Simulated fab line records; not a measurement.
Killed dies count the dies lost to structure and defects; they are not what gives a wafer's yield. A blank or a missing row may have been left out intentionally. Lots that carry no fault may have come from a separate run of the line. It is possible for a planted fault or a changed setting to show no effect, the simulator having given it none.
Problem report, 8D (eight disciplines) form, completed by code || flow n5-finfet || the parts of the form that need people (team, actions taken, sign-off) are left out

## 1. PROBLEM STATEMENT
At N5_PASSIVATION_PROBE_49, killed_at_M0_to_M3 averages 128 over 6 wafers from 2 lots, while fault-free wafers read 34, standard deviation 10. That is +9.3 standard deviations from the usual mean.
Earliest sighting: wafer L164.2 on prober-02 at day 18 10:42. The record holds 6 wafers of 2 lots with a number at this step. Rule for "out", or "out of limits": more than 4 standard deviations from the usual mean. The other wafers with a number count as sound.

## 2. WHAT IT IS, WHAT IT ISN'T
{"question": "which readings at this step", "is": "killed_at_M0_to_M3, defect-limited-yield, killed-dies, sort_bin_5_function, sort-n-pass, sort-yield-pct", "is not": "killed-at-front-end, killed-at-other, killed-short"}
{"question": "which lots", "is": "L164, L167", "is not": "-"}
{"question": "which wafers of those lots", "is": "all that have a number", "is not": "-"}
{"question": "read on which tools", "is": "prober-02", "is not": "-"}
{"question": "when", "is": "from day 18 10:42", "is not": "up to then (0 sound wafers)"}

## 3. SUSPECTS, AND WHAT RULES EACH OUT
Counting: any tool at a process step up to the reading is kept as a suspect provided that every lot that is out went through it and no sound lot did after the first of them.
- ald-sin-01 at N5_BEOL_M2_ALD_98 (deposits SiO2, target thk 2.5 nm, pulse time 1 s, co reactant pulse time 1 s): kept. It ran every lot that is out, first L164 (day 12 06:58), and no sound lot after that.
- prober-02 at N5_PASSIVATION_PROBE_49: kept. It ran every lot that is out, first L164 (day 18 10:42), and no sound lot after that. Its own defect-limited-yield, killed_at_M0_to_M3, killed-dies, sort_bin_5_function, sort-n-pass, sort-yield-pct readings are out on those wafers.
What counting leaves: ald-sin-01 at N5_BEOL_M2_ALD_98 and prober-02 at N5_PASSIVATION_PROBE_49.

## 4. THE CAUSE (what the simulator had put in)
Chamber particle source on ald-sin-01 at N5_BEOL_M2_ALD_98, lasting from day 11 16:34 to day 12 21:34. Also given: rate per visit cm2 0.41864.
After counting, 2 suspects remain, this tool included.

## 5. SEQUENCE OF EFFECTS, ordered by route
One row per reading whose mean, taken over the struck wafers that have a number, lies over 3 standard deviations from the usual. Only readings whose record carries a usual standard deviation are examined. hours: median over the lots of the time between each lot's start at the first step of this table that gives one and its start at this step. sigmas: the change, counted in usual standard deviations.
{"hours": 0, "step": "N5_PASSIVATION_PROBE_49", "reading": "defect-limited-yield", "usual": "91.4 %", "on struck wafers": 82.6, "change": -8.8, "sigmas": -6.8}
{"hours": 0, "step": "N5_PASSIVATION_PROBE_49", "reading": "killed_at_M0_to_M3", "usual": 34, "on struck wafers": 128, "change": "+94", "sigmas": "+9.3"}
{"hours": 0, "step": "N5_PASSIVATION_PROBE_49", "reading": "killed-dies", "usual": 101, "on struck wafers": 206, "change": "+105", "sigmas": "+7.0"}
{"hours": 0, "step": "N5_PASSIVATION_PROBE_49", "reading": "sort_bin_5_function", "usual": "5.0 %", "on struck wafers": 10.9, "change": "+5.9", "sigmas": "+7.3"}
{"hours": 0, "step": "N5_PASSIVATION_PROBE_49", "reading": "sort-n-pass", "usual": 1079, "on struck wafers": 974, "change": -105, "sigmas": -7.0}
{"hours": 0, "step": "N5_PASSIVATION_PROBE_49", "reading": "sort-yield-pct", "usual": "91.4 %", "on struck wafers": 82.6, "change": -8.8, "sigmas": -6.8}
Process steps it contains:
- N5_PASSIVATION_PROBE_49

## 6. WHAT WOULD HAVE CAUGHT IT SOONER
In this record no reading fell out of limits until day 18 10:42, 162 hours after the fault had begun at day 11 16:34.
An alarm limit of 4 standard deviations would not have fired on the tool readings at N5_BEOL_M2_ALD_98 for which the record gives a usual standard deviation, since none of them was out on any struck wafer.
By day 18 10:42, every lot that is out (2) had started N5_BEOL_M2_ALD_98 on ald-sin-01. A hold on the tool at that time would have spared none of them.
